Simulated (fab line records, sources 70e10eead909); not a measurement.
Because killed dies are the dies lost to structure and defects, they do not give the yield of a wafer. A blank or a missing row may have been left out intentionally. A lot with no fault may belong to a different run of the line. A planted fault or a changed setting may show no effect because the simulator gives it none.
A lot that was struck, set against a sound lot | flow nand_harc | 15 out of 1302 route steps
Sound: wafers L708.1, L708.3, L708.6. Wafers struck: L717.1, L717.2, L717.3. At the end, the cause is stated.
Each step with rows lists, per side, the tool, then ch with its chambers, then its first start. Under that, the readings that differ: sound wafers | struck wafers | difference of the means | sigmas: that difference in standard deviations of wafers without a fault.
alike: readings whose means differ by less than 2 such deviations, and words and numbers that are the same on both sides. not compared: withheld readings, readings that some wafer has no value for, bounds like >300 that may hide the same value, and numbers for which the record gives no deviation and whose values overlap.
A row with sigmas, a row that says differs or no value, or rows on one side alone: a step with any of these is where the two part. Numbers that have no deviation but don't overlap get no sigmas and don't part them. A reading that every wafer of one side lacks parts them only if that side has two wafers or more.

first, 1 step without rows for these wafers: NHARC_A_CONTACT_ETCH_119 (etches the open film in C4F8/O2/Ar, time 190 s, target depth 1850 nm).
NHARC_A_CONTACT_ETCH_120: etches the open film in C4F8/O2/Ar, time 190 s, target depth 1850 nm.
  sound on har_cap_etch-02 ch 0,1, day 26 12:08; struck on har_cap_etch-03 ch 0,1, day 27 23:34
  alike: oes_air_line_au
  not compared: rf_hours_counter_h
then, 1 step without rows for these wafers: NHARC_A_CONTACT_ETCH_121 (etches the open film in C4F8/O2/Ar, time 190 s, target depth 1850 nm).
NHARC_A_CONTACT_ETCH_122: etches the open film in C4F8/O2/Ar, time 190 s, target depth 1850 nm.
  sound on har_cap_etch-02 ch 0,1, day 26 12:29; struck on har_cap_etch-03 ch 0,1, day 27 23:55
  alike: oes_air_line_au
  not compared: rf_hours_counter_h
then, 1 step without rows for these wafers: NHARC_A_CONTACT_ETCH_123 (etches the open film in C4F8/O2/Ar, time 490 s, target depth 2110 nm).
NHARC_A_CONTACT_ETCH_90: etches the open film in CH3F/O2, target depth 40 nm, time 85.7 s.
  sound on rie_diel-10 ch 1,3, day 26 13:37; struck on rie_diel-10 ch 0,2,3, day 28 01:04
  reading               | sound          | struck         | difference | sigmas
  oes_product_au (a.u.) | 1.01 1.00 1.01 | 0.93 0.92 0.94 | -0.08      | -2
  alike: drypump_motor_current_A, o2_flow_sccm, rf_vpp_V, showerhead_plenum_p_Torr, throttle_valve_pct
  not compared: rf_hours_counter_h
NHARC_A_CONTACT_ETCH_96: etches the open film in C4F6/O2, target depth 20 nm, time 10 s.
  sound on rie_diel-10 ch 0,1,3; struck on rie_diel-10 ch 0,2,3, day 28 01:14
  alike: drypump_motor_current_A, o2_flow_sccm, oes_product_au, rf_vpp_V, showerhead_plenum_p_Torr, throttle_valve_pct
  not compared: rf_hours_counter_h
NHARC_A_CONTACT_CD_MEAS_53:
  sound on cd_sem-02 at day 26 13:49; struck on cd_sem-02 at day 28 01:19
  reading    | sound             | struck            | difference | sigmas
  cd_nm (nm) | 287.5 288.2 287.2 | 289.4 289.2 289.8 | +1.8       | +2
then, 3 steps without rows for these wafers: NHARC_A_CONTACT_STRIP_99 (strips in N2/H2); NHARC_A_CONTACT_STRIP_100 (strips in CF4/CHF3); NHARC_A_CONTACT_STRIP_101 (strips in O2/COS).
NHARC_A_CONTACT_ETCH_102: etches the open film in CF4/O2, target depth 100 nm, overetch 10 nm, time 55 s.
  sound on rie_diel-04 ch 0,1,3, day 26 14:07; struck on rie_diel-01 ch 1,2,3, day 28 02:23
  alike: drypump_motor_current_A, o2_flow_sccm, oes_product_au, rf_vpp_V, showerhead_plenum_p_Torr, throttle_valve_pct
  not compared: rf_hours_counter_h
NHARC_A_CONTACT_STRIP_55: strips in O2.
  sound on rie_diel-04 ch 1,3, day 26 14:40; struck on rie_diel-01 ch 0,1,2, day 28 02:29
  no value came back on the struck wafers for any of 8 readings (bias_w (W), chamber_pressure_mTorr (mTorr) and others); on the sound wafers bias_w (W) reads 0 0 0
  not compared: rf_hours_counter_h
then, 1 step without rows for these wafers: NHARC_A_CONTACT_STRIP_56 (strips in post etch residue remover, time 600 s).
-- break in the record here, with 4 days between the starts of the struck wafers on either side (left off in module A_CONTACT, picked up again in module END, where the first step shown is number 1302 on the route) --
NHARC_END_SORT_01:
  sound on prober-02 ch 0, day 29 18:20; struck on prober-02 ch 0, day 31 15:59
  reading             | sound    | struck      | difference | sigmas
  killed_at_array     | 56 63 68 | 673 674 672 | +611       | +34
  killed_at_periphery | 14 9 12  | 4 3 5       | -8         | -3
  killed_dies         | 70 73 82 | 677 677 677 | +602       | +33
  killed_short        | 3 7 5    | 2 1 0       | -4         | -2
  alike: killed_at_other, killed_open

WHERE THEY PART
Last at NHARC_END_SORT_01 as far as this record goes, first at NHARC_A_CONTACT_ETCH_90.

WHY: whatever the simulator had introduced
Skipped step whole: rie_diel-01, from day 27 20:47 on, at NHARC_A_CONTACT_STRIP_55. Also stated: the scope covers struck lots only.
